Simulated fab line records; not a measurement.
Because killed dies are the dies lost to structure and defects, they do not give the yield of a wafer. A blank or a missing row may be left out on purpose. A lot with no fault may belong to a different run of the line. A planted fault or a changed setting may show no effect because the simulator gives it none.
fab line records + flow n5-finfet
record:
- lots: 4
- wafers: 12
- last-day: 18
route steps=1938 shown BEOL_M15@1788 PASSIVATION@1936
lots with no fault: from the same line, run without faults
start-h: hours from the record's first day to the start of the lot's first wafer shown + wait-h: time in hours since the lot's previous step + " repeats the value in the row above + L1.1+2: a row that stands for several wafers + - either no value or no given start + * or withheld: withheld + < > ~ a bound
route shown NAME@n: NAME is a module with steps in the file, n the number in the route of the first one + usual: mean/standard deviation taken from wafers without a fault + same: alike in all rows + chamber/n: place in a boat + sites: per-site readings + _std_site: how widely they spread, as a standard deviation + _edge_site: outer sites' mean less inner sites' + radius-mm: how far each site lies from the wafer's centre + mask NAME#n: copy n + behind: the tool/chamber that last shaped the wafer + hold: cause of the lot's hold/its duration in hours/its outcome + device: names the non-switching transistor (n, p or np) + end of line: the same wafers' tests at the end of the route + step lacking rows: just its recipe + killed: dies that structure and defects cost at the first sort, which is not the same as the wafer's yield + map: the dies of a wafer, with x for killed, . for not killed, _ for no die there
set.NAME: the setting the step ran with; set.NAME@STEP: the setting that earlier step ran with + model.NAME: the simulator's own value behind a step, which no gauge read
a table for each step, a row for each wafer; lots at some steps of the route
services: the hour from which a tool's chamber was out of use, counted from the record's first day as start-h (under 0 if before that day), plus the number of hours and why
== steps ==
step: N5_BEOL_M15_VIA_ETCH_16
recipe:
- chemistry: C4F8/O2/Ar
- target: SiO2
- he-inner-torr: 15
- he-outer-torr: 30
- target-depth-a: 17922
- time-s: withheld
- ion-energy-ev: 800
- pressure-mtorr: 20
- source-w: 1905
- bias-w: 2040
- Ar_flow_sccm: 400
- C4F8_flow_sccm: 16
- O2_flow_sccm: 12
- ends: cleared
step: N5_BEOL_M15_STRIP_63
recipe:
- chemistry: O2
- power-w: 600
- temp-c: 60
- pressure-mtorr: 30
- rf-frequency-hz: 6e+07
- bias-power-w: 0
- overash-fraction: 0.3
- o2-flow-sccm: 225
step: N5_BEOL_M15_STRIP_64
recipe:
- chemistry: O2
- power-w: 600
- temp-c: 60
- pressure-mtorr: 30
- rf-frequency-hz: 6e+07
- bias-power-w: 0
- overash-fraction: 0.3
- o2-flow-sccm: 225
step: N5_BEOL_M15_STRIP_65
recipe:
- chemistry: post-etch-residue-remover
- time-s: 60
- temp-c: 25
- remover-ph: withheld
- remover-water-wt-pct: withheld
- remover-fluoride-wt-pct: withheld
step: N5_BEOL_M15_SRD_66
recipe:
- time-s: 30
- temp-c: 23
- rinse-liquid: diw
- dry: n2-spin
- spin-rpm: 1500
- dry-time-s: 30
step: N5_BEOL_M15_COAT_56
recipe:
- resist: SOC
- temp-c: 250
- time-s: 60
- spin-rpm: 1500
- resist-thk-nm: 550
step: N5_BEOL_M15_ETCH_57
recipe:
- chemistry: N2/H2
- target: SOC
- source-w: 3000
- bias-w: 350
- time-s: 750
- ion-energy-ev: 200
- pressure-mtorr: 30
- n2-flow-sccm: 200
- h2-flow-sccm: 200
step: N5_BEOL_M15_COAT_60
recipe:
- resist: BARC
- temp-c: 205
- time-s: 60
- spin-rpm: 1500
- resist-thk-nm: 89
step: N5_BEOL_M15_COAT_22
recipe:
- spin-rpm: 1704
- resist-thk-nm: 800
step: N5_BEOL_M15_EBR_24
recipe:
- solvent: PGMEA
- ebr-width-mm: 1.5
step: N5_BEOL_M15_SOFTBAKE_23
recipe:
- temp-c: 130
- time-s: 60
step: N5_BEOL_M15_EXPOSE_25
recipe:
- mask-id: M15
- na: 0.8
- source-shape: annular
- sigma-inner: 0.5
- sigma-outer: 0.8
- polarization: unpolarized
- target-cd-nm: 400
- dose-mj: 35.5
usual:
- exposure-dose-mJ-cm2: 35.47/0.037
| lot.wafer | tool           | chamber | start-h | wait-h | mask  | exposure-dose-mJ-cm2 |
|-----------|----------------|---------|---------|--------|-------|----------------------|
| L232.2    | krf-scanner-02 | 0       | 300.00  | -      | M15#0 | 35.49                |
| L232.4    | "              | 0       | "       | "      | M15#0 | 35.46                |
| L232.6    | "              | 0       | "       | "      | M15#0 | 35.40                |
| L244.1    | krf-scanner-02 | 0       | 372.67  | -      | M15#0 | 34.47                |
| L244.3    | "              | 0       | "       | "      | M15#0 | 34.48                |
| L244.6    | "              | 0       | "       | "      | M15#0 | 34.49                |
| L250.1    | krf-scanner-02 | 0       | 405.44  | -      | M15#0 | 34.65                |
| L250.4    | "              | 0       | "       | "      | M15#0 | 34.60                |
| L250.6    | "              | 0       | "       | "      | M15#0 | 34.61                |
| L253.2    | krf-scanner-01 | 0       | 409.89  | -      | M15#0 | 35.43                |
| L253.5    | "              | 0       | "       | "      | M15#0 | 35.43                |
| L253.6    | "              | 0       | "       | "      | M15#0 | 35.43                |
step: N5_BEOL_M15_PEB_26
recipe:
- peb-temp-c: 130
- peb-time-s: 90
step: N5_BEOL_M15_DEVELOP_27
recipe:
- develop-time-s: 45
- rinse-liquid: diw
- dry: air-spin
- dev-temp-c: 21
step: N5_BEOL_M15_HARDBAKE_32
recipe:
- temp-c: 130
- time-s: 120
step: N5_BEOL_M15_DESCUM_33
recipe:
- chemistry: O2
- time-s: 7.9
- source-power-w: 50
- bias-power-w: 20
- pressure-mtorr: 20
- rf-frequency-hz: 2.712e+07
- temp-c: 40
- o2-flow-sccm: 225
usual:
- drypump-motor-current-A: 5.8/0.58
- oes-product-au: 0.77/0.084
- rf-vpp-V: 242.7/1.5
- showerhead-plenum-p-Torr: 2.07/0.069
- throttle-valve-pct: 20.51/0.18
| lot.wafer | tool        | chamber | start-h | wait-h | drypump-motor-current-A | oes-product-au | rf-hours-counter-h | rf-vpp-V | showerhead-plenum-p-Torr | throttle-valve-pct | model.BEOL_M15.cd-nm |
|-----------|-------------|---------|---------|--------|-------------------------|----------------|--------------------|----------|--------------------------|--------------------|----------------------|
| L232.2    | rie-diel-06 | 0       | 300.25  | 0.0    | 6.5                     | 0.87           | 48                 | 242.4    | 2.13                     | 20.35              | 410                  |
| L232.4    | "           | 2       | "       | "      | 5.7                     | 0.73           | 172                | 240.7    | 1.99                     | 20.52              | 409.6                |
| L232.6    | "           | 0       | "       | "      | 6.5                     | 0.87           | -                  | 246.0    | 2.13                     | 20.32              | 410.2                |
| L244.1    | rie-diel-06 | 0       | 373.20  | 0.3    | 6.5                     | 0.82           | 71                 | 244.2    | 2.13                     | 20.37              | 403.8                |
| L244.3    | "           | 1       | "       | "      | 6.0                     | 0.67           | 250                | 243.8    | 2.15                     | 20.81              | 403.4                |
| L244.6    | "           | 1       | "       | "      | 6.0                     | 0.67           | -                  | 242.8    | 2.14                     | 20.81              | 405                  |
| L250.1    | rie-diel-04 | 3       | 405.73  | 0.1    | 5.6                     | 0.73           | 190                | 242.5    | 2.00                     | 20.65              | 403.2                |
| L250.4    | "           | 1       | "       | "      | 5.1                     | 0.79           | 105                | 243.5    | 2.11                     | 20.59              | 406.2                |
| L250.6    | "           | 2       | "       | "      | 5.2                     | 0.98           | -                  | 245.4    | 2.24                     | 20.33              | 406                  |
| L253.2    | rie-diel-06 | 2       | 410.15  | 0.0    | 5.7                     | 0.70           | 205                | 240.5    | 1.98                     | 20.56              | 405.8                |
| L253.5    | "           | 1       | "       | "      | 6.0                     | 1.01           | -                  | 244.9    | 2.14                     | 20.48              | 405                  |
| L253.6    | "           | 2       | "       | "      | 5.7                     | 0.71           | -                  | 241.6    | 1.97                     | 20.57              | 403.6                |
step: N5_BEOL_M15_ETCH_61
recipe:
- chemistry: N2/H2
- target: BARC
- target-depth-a: 890
- overetch-a: 267
- time-s: 67.9
- ion-energy-ev: 200
- pressure-mtorr: 30
- source-w: 840
- bias-w: 150
- n2-flow-sccm: 200
- h2-flow-sccm: 200
step: N5_BEOL_M15_TRENCH_ETCH_34
recipe:
- chemistry: C4F8/O2/Ar
- target: SiO2
- target-depth-a: 8729.3
- he-inner-torr: 15
- he-outer-torr: 30
- time-s: 199
- ion-energy-ev: 800
- pressure-mtorr: 20
- source-w: 1905
- bias-w: 2040
- Ar_flow_sccm: 400
- C4F8_flow_sccm: 16
- O2_flow_sccm: 12
step: N5_BEOL_M15_STRIP_36
recipe:
- chemistry: O2
- power-w: 600
- temp-c: 60
- pressure-mtorr: 30
- rf-frequency-hz: 6e+07
- bias-power-w: 0
- overash-fraction: 0.3
- o2-flow-sccm: 225
step: N5_BEOL_M15_STRIP_62
recipe:
- chemistry: O2
- power-w: 600
- temp-c: 60
- pressure-mtorr: 30
- rf-frequency-hz: 6e+07
- bias-power-w: 0
- overash-fraction: 0.3
- o2-flow-sccm: 225
step: N5_BEOL_M15_STRIP_37
recipe:
- chemistry: O2
- power-w: 600
- temp-c: 60
- pressure-mtorr: 30
- rf-frequency-hz: 6e+07
- bias-power-w: 0
- overash-fraction: 0.3
- o2-flow-sccm: 225
step: N5_BEOL_M15_ETCH_38
recipe:
- chemistry: CF4/N2
- target: SiCN
- target-depth-a: 1064
- taper-deg: 2
- time-s: 120.5
- ion-energy-ev: 150
- mask-material: SiO2
- pressure-mtorr: 40
- source-w: 430
- bias-w: 70
- Ar_flow_sccm: 100
- cf4-flow-sccm: 60
- n2-flow-sccm: 60
usual:
- drypump-motor-current-A: 5.8/0.58
- oes-product-au: 0.78/0.079
- rf-vpp-V: 381.5/1.9
- showerhead-plenum-p-Torr: 2.18/0.068
- throttle-valve-pct: 15.51/0.19
| lot.wafer | tool        | chamber | start-h | wait-h | drypump-motor-current-A | oes-product-au | rf-hours-counter-h | rf-vpp-V | showerhead-plenum-p-Torr | throttle-valve-pct | model.BEOL_M15.cd-nm |
|-----------|-------------|---------|---------|--------|-------------------------|----------------|--------------------|----------|--------------------------|--------------------|----------------------|
| L232.2    | rie-diel-02 | 3       | -       | -      | 6.8                     | 0.79           | 129                | 380.0    | 2.13                     | 15.84              | 403                  |
| L232.4    | "           | 2       | "       | "      | 6.5                     | 0.76           | 109                | 380.6    | 2.14                     | 15.31              | 402                  |
| L232.6    | "           | 2       | "       | "      | 6.5                     | 0.76           | -                  | 380.2    | 2.14                     | 15.31              | 403.4                |
| L244.1    | rie-diel-06 | 0       | -       | -      | 6.5                     | 0.82           | 72                 | 382.6    | 2.23                     | 15.33              | 396.4                |
| L244.3    | "           | 3       | "       | "      | 4.9                     | 0.67           | 212                | 382.8    | 2.19                     | 15.67              | 393.6                |
| L244.6    | "           | 2       | "       | "      | 5.7                     | 0.72           | -                  | 379.4    | 2.10                     | 15.66              | 396                  |
| L250.1    | rie-diel-04 | 3       | -       | -      | 5.6                     | 0.74           | 191                | 378.9    | 2.11                     | 15.67              | 396.6                |
| L250.4    | "           | 1       | "       | "      | 5.1                     | 0.81           | 105                | 382.5    | 2.21                     | 15.54              | 400.8                |
| L250.6    | "           | 2       | "       | "      | 5.2                     | 0.95           | -                  | 383.7    | 2.34                     | 15.19              | 397.8                |
| L253.2    | rie-diel-06 | 3       | -       | -      | 4.9                     | 0.67           | 224                | 380.7    | 2.19                     | 15.70              | 398.4                |
| L253.5    | "           | 1       | "       | "      | 6.0                     | 1.00           | -                  | 383.8    | 2.26                     | 15.38              | 396                  |
| L253.6    | "           | 0       | "       | "      | 6.5                     | 0.81           | -                  | 382.4    | 2.22                     | 15.36              | 395.2                |
step: N5_BEOL_M15_PRECLEAN_39
recipe:
- chemistry: residue-remover
- time-s: 60
- temp-c: 40
step: N5_PASSIVATION_PROBE_49
usual:
- defect-limited-yield: 91.0/1.4
- killed_at_M0_to_M3: 33/11
- killed_at_M4_up: 14/5
- killed-at-contacts: 11/7.3
- killed-at-front-end: 43/12
- killed-at-other: 4/3.1
- killed-dies: 106/17
- killed-on-rim: 14/3.8
- killed-open: 69/13
- killed-short: 34/8.7
- sort_bin_5_function: 5.2/0.96
- sort_bin_6_memory: 3.3/0.66
- sort-n-pass: 1074/17
- sort-yield-pct: 91.0/1.4
same:
- gross-dies: 1180
- killed-at-back-side: 0
- sort_bin_4_leakage[%]: 0
- sort_bin_8_speed[%]: 0
| lot.wafer | tool      | chamber | start-h | wait-h | defect-limited-yield[%] | killed_at_M0_to_M3 | killed_at_M4_up | killed-at-contacts | killed-at-front-end | killed-at-other | killed-dies | killed-on-rim | killed-open | killed-short | sort_bin_5_function[%] | sort_bin_6_memory[%] | sort-n-pass | sort-yield-pct[%] |
|-----------|-----------|---------|---------|--------|-------------------------|--------------------|-----------------|--------------------|---------------------|-----------------|-------------|---------------|-------------|--------------|------------------------|----------------------|-------------|-------------------|
| L232.2    | prober-01 | -       | 326.52  | 0.1    | 92.9                    | 18                 | 10              | 16                 | 36                  | 4               | 84          | 10            | 60          | 24           | 3.6                    | 3.2                  | 1096        | 92.9              |
| L232.4    | prober-01 | -       | 326.62  | 0.2    | 92.8                    | 20                 | 10              | 8                  | 43                  | 4               | 85          | 13            | 54          | 31           | 4.3                    | 2.2                  | 1095        | 92.8              |
| L232.6    | prober-01 | -       | 326.72  | 0.3    | 90.2                    | 22                 | 18              | 4                  | 66                  | 6               | 116         | 15            | 73          | 40           | 5.9                    | 3.5                  | 1064        | 90.2              |
| L244.1    | prober-01 | -       | 394.29  | 0.0    | 87.6                    | 56                 | 23              | 5                  | 58                  | 4               | 146         | 15            | 87          | 57           | 7.9                    | 4.1                  | 1034        | 87.6              |
| L244.3    | prober-01 | -       | 394.39  | 0.1    | 91.9                    | 25                 | 18              | 3                  | 49                  | 1               | 96          | 9             | 65          | 31           | 5.3                    | 2.8                  | 1084        | 91.9              |
| L244.6    | prober-01 | -       | 394.54  | 0.3    | 92.4                    | 19                 | 18              | 6                  | 47                  | 0               | 90          | 9             | 60          | 30           | 4.7                    | 2.5                  | 1090        | 92.4              |
| L250.1    | prober-01 | -       | 424.94  | 0.0    | 91.6                    | 26                 | 18              | 15                 | 40                  | 0               | 99          | 11            | 71          | 24           | 5.7                    | 2.6                  | 1081        | 91.6              |
| L250.4    | prober-01 | -       | 425.09  | 0.2    | 93.1                    | 19                 | 7               | 17                 | 36                  | 2               | 81          | 15            | 57          | 24           | 3.8                    | 2.9                  | 1099        | 93.1              |
| L250.6    | prober-01 | -       | 425.19  | 0.3    | 90.8                    | 24                 | 14              | 26                 | 41                  | 3               | 108         | 17            | 68          | 40           | 5.7                    | 3.1                  | 1072        | 90.8              |
| L253.2    | prober-02 | -       | 430.34  | 0.1    | 89.5                    | 46                 | 26              | 5                  | 42                  | 5               | 124         | 18            | 79          | 45           | 5.8                    | 4.2                  | 1056        | 89.5              |
| L253.5    | prober-02 | -       | 430.49  | 0.2    | 91.3                    | 31                 | 19              | 9                  | 39                  | 5               | 103         | 14            | 64          | 37           | 5.3                    | 3.1                  | 1077        | 91.3              |
| L253.6    | prober-02 | -       | 430.54  | 0.3    | 92.0                    | 35                 | 10              | 4                  | 44                  | 1               | 94          | 15            | 60          | 34           | 4.7                    | 3.1                  | 1086        | 92.0              |
killed by level:class
L232.2 MOL_CONTACT_COAG:geometric-particle:open=13 STI_FIN_REVEAL:geometric-particle:open=10 FIN_SAQP:geometric-particle:open=9 BEOL_M1:geometric-particle:short=5 STI_FIN_REVEAL:geometric-particle:short=5 BEOL_M3:geometric-particle:open=5 FIN_SAQP:geometric-particle:short=4 DUMMY_GATE:geometric-particle:open=4
L232.4 FIN_SAQP:geometric-particle:short=14 STI_FIN_REVEAL:geometric-particle:open=14 MOL_CONTACT_COAG:geometric-particle:open=8 FIN_SAQP:geometric-particle:open=5 STI_FIN_REVEAL:geometric-particle:short=5 BEOL_M1:geometric-particle:open=5 BEOL_M4:geometric-particle:open=5 BEOL_M3:geometric-particle:open=4
L232.6 STI_FIN_REVEAL:geometric-particle:open=18 FIN_SAQP:geometric-particle:open=15 FIN_SAQP:geometric-particle:short=12 BEOL_M0_SAQP:geometric-particle:open=7 BEOL_M4:geometric-particle:open=7 GATE_CUT:geometric-particle:short=6 BEOL_M0_SAQP:geometric-particle:short=5 BEOL_M1:geometric-particle:short=5
L244.1 BEOL_M0_SAQP:geometric-particle:open=22 FIN_SAQP:geometric-particle:short=20 BEOL_M0_SAQP:geometric-particle:short=15 FIN_SAQP:geometric-particle:open=10 BEOL_M4:geometric-particle:open=10 DUMMY_GATE:geometric-particle:open=9 BEOL_M2:geometric-particle:open=9 MOL_CONTACT_COAG:geometric-particle:open=5
L244.3 FIN_SAQP:geometric-particle:open=10 FIN_SAQP:geometric-particle:short=10 BEOL_M0_SAQP:geometric-particle:open=9 GATE_CUT:geometric-particle:short=8 BEOL_M4:geometric-particle:open=7 DUMMY_GATE:geometric-particle:open=6 BEOL_M5:geometric-particle:open=6 BEOL_M0_SAQP:geometric-particle:short=5
L244.6 FIN_SAQP:geometric-particle:short=12 BEOL_M4:geometric-particle:open=11 FIN_SAQP:geometric-particle:open=10 STI_FIN_REVEAL:geometric-particle:open=7 BEOL_M0_SAQP:geometric-particle:open=7 MOL_CONTACT_COAG:geometric-particle:open=5 STI_FIN_REVEAL:geometric-particle:short=4 DUMMY_GATE:geometric-particle:open=4
L250.1 BEOL_M2:geometric-particle:open=14 MOL_CONTACT_COAG:geometric-particle:open=13 STI_FIN_REVEAL:geometric-particle:open=10 FIN_SAQP:geometric-particle:open=6 DUMMY_GATE:geometric-particle:open=5 BEOL_M4:geometric-particle:open=4 BEOL_M5:geometric-particle:open=4 STI_FIN_REVEAL:geometric-particle:short=3
L250.4 MOL_CONTACT_COAG:geometric-particle:open=15 FIN_SAQP:geometric-particle:short=9 BEOL_M2:geometric-particle:open=8 FIN_SAQP:geometric-particle:open=7 STI_FIN_REVEAL:geometric-particle:open=6 GATE_CUT:geometric-particle:open=3 BEOL_M0_SAQP:geometric-particle:open=3 BEOL_M3:geometric-particle:short=3
L250.6 MOL_CONTACT_COAG:geometric-particle:open=22 FIN_SAQP:geometric-particle:short=11 BEOL_M0_SAQP:geometric-particle:open=9 BEOL_M5:geometric-particle:short=5 STARTING-WAFER:geometric-particle:open=5 STI_FIN_REVEAL:geometric-particle:open=5 DUMMY_GATE:geometric-particle:open=5 BEOL_M4:geometric-particle:open=5
L253.2 BEOL_M4:geometric-particle:open=17 BEOL_M2:geometric-particle:open=12 FIN_SAQP:geometric-particle:short=10 BEOL_M0_SAQP:geometric-particle:open=9 FIN_SAQP:geometric-particle:open=8 STI_FIN_REVEAL:geometric-particle:open=6 BEOL_M4:geometric-particle:short=6 BEOL_M0_SAQP:geometric-particle:short=6
L253.5 FIN_SAQP:geometric-particle:short=8 MOL_CONTACT_COAG:geometric-particle:open=8 BEOL_M0_SAQP:geometric-particle:short=8 BEOL_M0_SAQP:geometric-particle:open=7 FIN_SAQP:geometric-particle:open=5 GATE_CUT:geometric-particle:short=5 GATE_CUT:geometric-particle:open=5 BEOL_M2:geometric-particle:open=5
L253.6 FIN_SAQP:geometric-particle:short=17 BEOL_M0_SAQP:geometric-particle:open=9 FIN_SAQP:geometric-particle:open=7 BEOL_M2:geometric-particle:open=7 STI_FIN_REVEAL:geometric-particle:open=6 DUMMY_GATE:geometric-particle:open=6 BEOL_M5:geometric-particle:open=5 BEOL_M4:geometric-particle:open=4
== services ==
| tool           | chamber | start-h | hours | kind                          |
|----------------|---------|---------|-------|-------------------------------|
| krf-scanner-02 | -       | 294.53  | 2.9   | repair                        |
| rie-diel-06    | 3       | 296.14  | 2.1   | repair                        |
| krf-scanner-01 | -       | 313.60  | 1.3   | pm                            |
| krf-scanner-01 | 0       | 321.09  | -     | calibration                   |
| krf-scanner-01 | -       | 321.73  | 1.0   | pm                            |
| rie-diel-02    | 2       | 333.65  | 4.7   | repair                        |
| krf-scanner-02 | -       | 341.44  | 4.0   | repair                        |
| rie-diel-04    | 2       | 352.44  | -     | clean                         |
| rie-diel-04    | 2       | 352.44  | -     | consumable-replace:focus-ring |
| rie-diel-04    | 2       | 352.44  | -     | consumable-replace:showerhead |
| rie-diel-04    | 2       | 352.44  | 16.8  | scheduled-down                |
| rie-diel-04    | 2       | 352.44  | 16.8  | vent-cycle                    |
| krf-scanner-02 | -       | 364.86  | 1.3   | pm                            |
| rie-diel-06    | 1       | 373.44  | -     | clean                         |
| rie-diel-06    | 1       | 373.44  | -     | consumable-replace:focus-ring |
| rie-diel-06    | 1       | 373.44  | 28.9  | scheduled-down                |
| rie-diel-06    | 1       | 373.44  | 28.9  | vent-cycle                    |
| krf-scanner-02 | -       | 402.54  | 0.8   | pm                            |
| rie-diel-02    | 0       | 410.64  | 6.7   | repair                        |
== key ==
first-sign:
- step: N5_BEOL_M15_EXPOSE_25
- reading: exposure-dose-mJ-cm2
- direction: down
- sigmas: 25
- usual: 35.47
- struck: 34.55
effect none on later readings
model-effect:
- step: N5_BEOL_M15_DESCUM_33
- value: BEOL_M15.cd-nm
- without: 408.6
- struck: 404.6
model-effect:
- step: N5_BEOL_M15_ETCH_38
- value: BEOL_M15.cd-nm
- without: 400.8
- struck: 396.9
met-at N5_BEOL_M15_EXPOSE_25
struck-wafers L244.1,L244.3,L244.6,L250.1,L250.4,L250.6
loop-trim:
- step: N5_BEOL_M15_EXPOSE_25
- setting: dose
- lots: L250
onset-between 300.00 372.67
fault:
- kind: process-parameter-drift
- tool: krf-scanner-02
- chamber: -
- onset-h: 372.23
- steps: N5_BEOL_M15_EXPOSE_25
- channel: dose-mj
- offset: -0.99471
- shape: step
- acts-in: these-recipes-only
- stated: 35.5
loop-trim: a control loop set the setting to another value than it would have without faults
